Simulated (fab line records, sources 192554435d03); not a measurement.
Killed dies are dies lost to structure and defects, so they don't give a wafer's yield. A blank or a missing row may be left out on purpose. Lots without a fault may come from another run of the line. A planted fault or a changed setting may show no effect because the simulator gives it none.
Chamber matching | flow n5_finfet | N5_BEOL_M9_CURE_72 on uv_cure-03: 3 sister chambers
The step cures SiCOH lowk, time 120 s. 6 wafers are shown with their chamber, then 12 later ones without.

WAFERS WITH THEIR CHAMBER
wafer  | chamber | wafer_temp_C_max | lamp_power_pct (%)
L082.3 | 0       | 371.7            | 52.35
L082.5 | 0       | 371.8            | 52.39
L083.5 | 2       | 371.6            | 52.28
L083.6 | 2       | 370.8            | 52.39
L090.2 | 1       | 372.0            | 52.25
L090.3 | 1       | 372.8            | 52.41

WAFERS WITHOUT THEIR CHAMBER
wafer  | wafer_temp_C_max | lamp_power_pct (%)
L089.1 | 371.5            | 52.27
L089.2 | 371.0            | 52.32
L089.4 | 371.5            | 52.30
L093.1 | 371.2            | 52.31
L093.4 | 371.8            | 52.29
L093.6 | 371.8            | 52.26
L094.1 | 372.1            | 52.26
L094.2 | 371.6            | 52.34
L094.3 | 371.7            | 52.41
L091.3 | 371.9            | 52.34
L091.4 | 371.5            | 52.39
L091.6 | 371.7            | 52.31

WHICH CHAMBER EACH WENT THROUGH
wafer  | from the rows above          | in truth
L089.1 | can't be placed: 2 or 0 or 1 | 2
L089.2 | can't be placed: 2 or 0      | 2
L089.4 | can't be placed: 2 or 0 or 1 | 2
L093.1 | can't be placed: 2 or 0      | 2
L093.4 | can't be placed: 0 or 1 or 2 | 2
L093.6 | can't be placed: 0 or 1 or 2 | 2
L094.1 | can't be placed: 1 or 0 or 2 | 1
L094.2 | can't be placed: 0 or 2 or 1 | 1
L094.3 | can't be placed: 0 or 2 or 1 | 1
L091.3 | can't be placed: 0 or 1 or 2 | 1
L091.4 | can't be placed: 0 or 2 or 1 | 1
L091.6 | can't be placed: 0 or 2 or 1 | 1
Placed correctly: 0 of 12. Can't be placed from these rows: 12 (the true chamber is among the candidates in 12). Placed wrongly: 0.
How it was worked out, from the rows above alone: a wafer's distance from a chamber is the root of the sum, over the readings, of the square of ((its reading less the chamber's mean) divided by the reading's scatter). The wafer belongs to the nearest chamber; if the next one is less than 2 further off, it can't be placed. A chamber's mean is the mean of its shown wafers. The scatter: the root of (the sum of the squares of (reading less its chamber's mean) over the shown wafers, divided by (wafers less chambers)).
